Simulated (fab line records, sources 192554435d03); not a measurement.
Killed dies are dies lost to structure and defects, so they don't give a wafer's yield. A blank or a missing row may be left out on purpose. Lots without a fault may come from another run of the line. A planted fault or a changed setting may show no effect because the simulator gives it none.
One fault seen from 3 desks | flow n5_finfet | each desk has only its own numbers; what lay behind them comes last

THE TOOL OWNER'S DESK: rie_diel-04
The tool's own readings at N5_HKMG_FIN_ETCH_32 (etches SOC in N2/H2, target depth 240 nm, time 300 s): means of the sampled wafers that have a number, for each lot that ran on this tool. A lot is out of limits, marked OUT, if its mean lies more than 4 standard deviations from the usual mean; the brackets give that distance.
Columns: A = drypump_motor_current_A at N5_HKMG_FIN_ETCH_32, usual 5.8 A; B = h2_flow_sccm at N5_HKMG_FIN_ETCH_32, usual 199.9 sccm; C = oes_product_au at N5_HKMG_FIN_ETCH_32, usual 0.78 a.u.; D = rf_vpp_V at N5_HKMG_FIN_ETCH_32, usual 524.3 V; E = showerhead_plenum_p_Torr at N5_HKMG_FIN_ETCH_32, usual 2.56 Torr; F = temp_c at N5_HKMG_FIN_ETCH_32, usual 40.00 C; G = throttle_valve_pct at N5_HKMG_FIN_ETCH_32, usual 17.95 %
lot  | first seen here | A   | B     | C    | D     | E    | F     | G
L391 | day 5 10:52     | 5.8 | 200.0 | 0.78 | 524.5 | 2.58 | 39.98 | 18.05
L394 | day 6 03:52     | 6.2 | 200.4 | 0.76 | 524.6 | 2.55 | 40.08 | 17.99
L396 | day 6 14:56     | 5.5 | 199.7 | 0.96 | 524.4 | 2.58 | 39.89 | 17.87
L409 | day 10 04:05    | 5.8 | 199.8 | 0.78 | 522.6 | 2.51 | 40.08 | 17.98
This desk's finding: nothing out of limits on any of the 4 lots.

THE DEFECT DESK
What the inspections along the route counted, lot by lot: means of the sampled wafers that have a number. A lot is out of limits, marked OUT, if its mean lies more than 4 standard deviations from the usual mean; the brackets give that distance.
Columns: A = raw_defect_count at N5_HKMG_FIN_INSPECT_14, usual 2.1
lot  | first seen here | A
L391 | day 5 10:45     | 2.0
L394 | day 6 03:44     | 2.0
L395 | day 6 08:29     | 2.7
L396 | day 6 14:49     | 1.0
L400 | day 7 15:33     | 2.7
L403 | day 8 10:23     | 2.7
L409 | day 10 03:44    | 2.0
This desk's finding: nothing out of limits on any of the 7 lots.

THE METROLOGY DESK
What the gauges read, lot by lot, whatever tool the lot ran on: means of the sampled wafers that have a number. A lot is out of limits, marked OUT, if its mean lies more than 4 standard deviations from the usual mean; the brackets give that distance. Of its 12 readings 7 are shown: those that lie furthest out on some lot.
Columns: A = DIBL_P at N5_BEOL_M4_RC_MEAS_101, usual 36.4 mV/V; B = IOFF_N at N5_BEOL_M4_RC_MEAS_101, usual 0.167 nA/um; C = IOFF_P at N5_BEOL_M4_RC_MEAS_101, usual 0.219 nA/um; D = ION_P at N5_BEOL_M4_RC_MEAS_101, usual 464 uA/um; E = SS_N at N5_BEOL_M4_RC_MEAS_101, usual 71.5 mV/dec; F = SS_P at N5_BEOL_M4_RC_MEAS_101, usual 73.4 mV/dec; G = VT_N at N5_BEOL_M4_RC_MEAS_101, usual 248.5 mV
lot  | first seen here | A    | B     | C     | D   | E    | F    | G
L391 | day 5 10:42     | 35.0 | 0.139 | 0.237 | 476 | 71.8 | 72.9 | 253.6
L394 | day 6 03:41     | 35.5 | 0.153 | 0.218 | 466 | 71.2 | 72.9 | 248.5
L395 | day 6 08:26     | 38.3 | 0.204 | 0.264 | 468 | 71.8 | 74.0 | 246.1
L396 | day 6 14:45     | 36.3 | 0.172 | 0.208 | 460 | 71.7 | 73.2 | 246.3
L400 | day 7 15:30     | 36.1 | 0.167 | 0.214 | 459 | 71.6 | 73.3 | 248.5
L403 | day 8 10:19     | 37.6 | 0.168 | 0.213 | 463 | 70.9 | 73.9 | 250.3
L409 | day 10 03:41    | 36.7 | 0.150 | 0.191 | 462 | 71.1 | 72.5 | 250.5
This desk's finding: nothing out of limits on any of the 7 lots.

PUT TOGETHER
The tool owner's desk saw nothing out of limits.
The defect desk saw nothing out of limits.
The metrology desk saw nothing out of limits.

WHAT THE SIMULATOR HAD PUT IN
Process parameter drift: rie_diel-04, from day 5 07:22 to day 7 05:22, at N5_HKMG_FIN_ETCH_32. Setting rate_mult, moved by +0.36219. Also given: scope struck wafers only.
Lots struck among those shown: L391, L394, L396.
